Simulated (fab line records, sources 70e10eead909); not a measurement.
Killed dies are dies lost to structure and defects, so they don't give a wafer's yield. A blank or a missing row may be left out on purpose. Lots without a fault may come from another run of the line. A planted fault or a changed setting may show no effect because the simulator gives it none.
Chamber matching | flow nand_harc | NHARC_A_BONDPAD_CMP_29 on cmp-01: 4 sister chambers
The step polishes SiCN, target thk 200 nm. 16 wafers are shown with their chamber, then 8 later ones without.

WAFERS WITH THEIR CHAMBER
wafer  | chamber | motor_current_A (A) | slurry_flow_ml_min | edge_zone_pressure_frac
L820.1 | 3       | 12.6                | 149.4              | 1.004
L820.2 | 2       | 12.7                | 150.0              | 1.002
L820.5 | 1       | 9.9                 | 149.4              | 1.002
L826.1 | 1       | 10.3                | 149.8              | 1.002
L826.2 | 2       | 12.5                | 149.5              | 1.009
L826.3 | 0       | 12.3                | 149.7              | 0.996
L827.2 | 1       | 9.9                 | 150.4              | 1.007
L827.3 | 0       | 12.1                | 150.0              | 1.005
L827.4 | 2       | 12.7                | 150.0              | 0.995
L825.2 | 0       | 12.9                | 150.3              | 1.002
L825.4 | 3       | 12.6                | 150.0              | 0.993
L825.5 | 1       | 10.1                | 149.4              | 1.002
L832.3 | 0       | 13.5                | 149.6              | 0.998
L832.4 | 2       | 13.2                | 149.9              | 1.002
L832.5 | 3       | 12.7                | 149.0              | 0.998
L836.1 | 0       | 12.0                | 150.7              | 1.004

SIGNATURES (means of the wafers above)
reading                 | chamber 0 | chamber 1 | chamber 2 | chamber 3 | scatter within a chamber
motor_current_A         | 12.560    | 10.050    | 12.775    | 12.633    | 0.406
slurry_flow_ml_min      | 150.060   | 149.750   | 149.850   | 149.467   | 0.424
edge_zone_pressure_frac | 1.00100   | 1.00325   | 1.00200   | 0.99833   | 0.00445
Rule: a wafer's distance from a chamber is the root of the sum, over the readings, of the square of ((its reading less the chamber's mean) divided by the reading's scatter). The wafer belongs to the nearest chamber; if the next one is less than 2 further off, it can't be placed. The scatter: the root of (the sum of the squares of (reading less its chamber's mean) over the shown wafers, divided by (wafers less chambers)).

WAFERS WITHOUT THEIR CHAMBER
wafer  | motor_current_A (A) | slurry_flow_ml_min | edge_zone_pressure_frac
L836.2 | 12.4                | 150.5              | 1.000
L836.4 | 12.3                | 150.6              | 0.999
L838.1 | 12.5                | 149.2              | 1.006
L838.4 | 9.9                 | 149.7              | 0.992
L838.5 | 13.3                | 149.9              | 0.998
L840.3 | 12.0                | 150.0              | 1.005
L840.4 | 12.6                | 149.6              | 1.001
L840.6 | 12.7                | 150.7              | 1.003

WHICH CHAMBER EACH WENT THROUGH
wafer  | from the rows above          | in truth
L836.2 | can't be placed: 0 or 2 or 3 | 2
L836.4 | can't be placed: 0 or 2 or 3 | 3
L838.1 | can't be placed: 3 or 2 or 0 | 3
L838.4 | 1                            | 1
L838.5 | can't be placed: 2 or 3 or 0 | 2
L840.3 | can't be placed: 0 or 2 or 3 | 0
L840.4 | can't be placed: 3 or 2 or 0 | 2
L840.6 | can't be placed: 0 or 2 or 3 | 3
Placed correctly: 1 of 8. Can't be placed from these rows: 7 (the true chamber is among the candidates in 7). Placed wrongly: 0.
